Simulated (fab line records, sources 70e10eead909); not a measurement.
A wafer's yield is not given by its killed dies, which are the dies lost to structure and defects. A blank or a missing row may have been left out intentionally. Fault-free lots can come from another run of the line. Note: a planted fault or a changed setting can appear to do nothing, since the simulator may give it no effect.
Matching of chambers | flow nand-harc | 3 sister chambers for NHARC_A_STAIRCASE_DEP_151 on pecvd-01
The step deposits SiO2, target thk 3800 nm. 3 wafers are shown with their chamber, then 10 later ones without.

## WAFERS WITH THEIR CHAMBER
wafer  | chamber | heater-power-w (W)
L089.5 | 0       | 617
L088.2 | 2       | 681
L088.4 | 1       | 668

## WAFERS WITHOUT THEIR CHAMBER
wafer  | heater-power-w (W)
L088.5 | 625
L091.3 | 829
L091.4 | 655
L091.5 | 630
L092.3 | 680
L092.4 | 687
L092.6 | 659
L096.3 | 811
L096.4 | 670
L096.5 | 621

## CHAMBER TAKEN BY EACH
wafer  | from the rows above          | in truth
L088.5 | can't be placed: 0 or 1 or 2 | 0
L091.3 | can't be placed: 2 or 1 or 0 | 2
L091.4 | can't be placed: 1 or 2 or 0 | 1
L091.5 | can't be placed: 0 or 1 or 2 | 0
L092.3 | can't be placed: 2 or 1 or 0 | 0
L092.4 | can't be placed: 2 or 1 or 0 | 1
L092.6 | can't be placed: 1 or 2 or 0 | 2
L096.3 | can't be placed: 2 or 1 or 0 | 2
L096.4 | can't be placed: 1 or 2 or 0 | 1
L096.5 | can't be placed: 0 or 1 or 2 | 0
Correct placement for 0 of the 10. Not placeable from these rows: 10 (in 10, the candidates include the true chamber). 0 placed wrongly.
How it was worked out, from the rows above alone: a wafer's distance from a chamber is the root of the sum, over the readings, of the square of ((its reading less the chamber's mean) divided by the reading's scatter). The wafer belongs to the nearest chamber; if the next one is less than 2 further off, it can't be placed. Each chamber's mean is taken over the wafers shown for it. The scatter (one wafer shown for each chamber): square how far every hidden wafer sits from the nearest shown wafer, average those squares and take the square root.
